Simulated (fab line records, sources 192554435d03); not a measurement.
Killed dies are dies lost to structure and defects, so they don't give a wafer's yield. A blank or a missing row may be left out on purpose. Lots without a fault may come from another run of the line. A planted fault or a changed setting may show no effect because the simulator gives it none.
Split-lot experiment | flow n5_finfet | 7 lots, 39 wafers read, on a route of 1938 steps

THE SPLIT
At N5_ZERO_LAYER_PECVD_02 (deposits SiO2 from SiH4/N2O, target thk 10 nm, time 6 s), the setting time_s was moved away from the recipe's 6 s on 9 of the 39 wafers read, by -49.7% to +34.7%. The other wafers ran this setting at the recipe's value.

The reading is taken at the split's own step.

THE READING
SiO2_of_ZERO_LAYER_PECVD_02.thk_nm (the simulator's own value, which no gauge read), in nm, at N5_ZERO_LAYER_PECVD_02 (deposits SiO2 from SiH4/N2O, target thk 10 nm, time 6 s). The file gives no usual value for it. The 30 wafers here that ran the recipe average 10.013 nm, standard deviation 0.14 nm.

wafer  | tool, chamber at the split | time_s as run, s | against the recipe | SiO2_of_ZERO_LAYER_PECVD_02.thk_nm, nm | against lot-mates on the recipe
L075.1 | pecvd-01, 2                | 6                | recipe             | 9.954                                  | -
L075.2 | pecvd-01, 0                | 6                | recipe             | 10.06                                  | -
L075.3 | pecvd-01, 1                | 6                | recipe             | 9.994                                  | -
L075.4 | pecvd-01, 1                | 3.021            | -49.7%             | 4.899                                  | -5.104
L075.5 | pecvd-01, 0                | 3.021            | -49.7%             | 5.125                                  | -4.878
L075.6 | pecvd-01, 2                | 3.021            | -49.7%             | 5.066                                  | -4.937
L081.1 | pecvd-04, 1                | 6                | recipe             | 10.06                                  | -
L081.2 | pecvd-04, 2                | 8.081            | +34.7%             | 13.38                                  | +3.187
L081.3 | pecvd-04, 0                | 8.081            | +34.7%             | 13.54                                  | +3.347
L081.4 | pecvd-04, 2                | 6                | recipe             | 10.41                                  | -
L081.5 | pecvd-04, 0                | 8.081            | +34.7%             | 13.6                                   | +3.407
L081.6 | pecvd-04, 1                | 6                | recipe             | 10.11                                  | -
L084.1 | pecvd-03, 0                | 6                | recipe             | 9.874                                  | -
L084.2 | pecvd-03, 2                | 6                | recipe             | 9.999                                  | -
L084.3 | pecvd-03, 1                | 6                | recipe             | 9.985                                  | -
L084.4 | pecvd-03, 0                | 6                | recipe             | 10.19                                  | -
L084.5 | pecvd-03, 2                | 6                | recipe             | 9.978                                  | -
L084.6 | pecvd-03, 1                | 6                | recipe             | 10.05                                  | -
L086.1 | pecvd-03, 0                | 6                | recipe             | 9.903                                  | -
L086.2 | pecvd-03, 1                | 6                | recipe             | 9.96                                   | -
L086.3 | pecvd-03, 2                | 6                | recipe             | 10.07                                  | -
L086.4 | pecvd-03, 1                | 6                | recipe             | 10.26                                  | -
L086.5 | pecvd-03, 0                | 6                | recipe             | 10.11                                  | -
L086.6 | pecvd-03, 2                | 6                | recipe             | 10.16                                  | -
L090.1 | pecvd-04, 0                | 6                | recipe             | 9.842                                  | -
L090.2 | pecvd-04, 2                | 6                | recipe             | 9.889                                  | -
L090.3 | pecvd-04, 1                | 6                | recipe             | 9.807                                  | -
L090.4 | pecvd-04, 0                | 6                | recipe             | 10.05                                  | -
L090.5 | pecvd-04, 1                | 6                | recipe             | 9.981                                  | -
L090.6 | pecvd-04, 2                | 6                | recipe             | 10.07                                  | -
L092.1 | pecvd-03, 2                | 3.408            | -43.2%             | 5.671                                  | -4.242
L092.2 | pecvd-03, 1                | 6                | recipe             | 9.752                                  | -
L092.3 | pecvd-03, 0                | 6                | recipe             | 9.926                                  | -
L092.4 | pecvd-03, 2                | 3.408            | -43.2%             | 5.802                                  | -4.111
L092.5 | pecvd-03, 1                | 3.408            | -43.2%             | 5.489                                  | -4.424
L092.6 | pecvd-03, 0                | 6                | recipe             | 10.06                                  | -
L096.1 | pecvd-03, 2                | 6                | recipe             | 9.964                                  | -
L096.3 | pecvd-03, 1                | 6                | recipe             | 9.736                                  | -
L096.6 | pecvd-03, 0                | 6                | recipe             | 10.19                                  | -

THE FIT
A straight line over all 39 wafers: SiO2_of_ZERO_LAYER_PECVD_02.thk_nm changes by +0.101 nm for each +1% of time_s; r = +1.00; the points scatter about the line by 0.14 nm.
The same after taking each lot's own level away (the mean of its wafers on the recipe; 39 wafers): +0.0985 nm for each +1%; r = +1.00; scatter 0.12 nm.
On that fit, the largest move of time_s shifts the reading by 4.9 nm.
The lots' own levels span 9.9127 to 10.1933 nm, that is 2.0 times the standard deviation above.
So the lot-to-lot level changes the slope little: the two slopes agree.
Check: with one of the wafers moved furthest among these (-49.7%) left out of the fit, the line predicts -4.87 nm for it against its lot-mates. It came out at -5.1 nm against them.

THE FILE'S OWN FIT
SiO2_of_ZERO_LAYER_PECVD_02.thk_nm changes by +0.0986 nm for each +1% of time_s, r = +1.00.
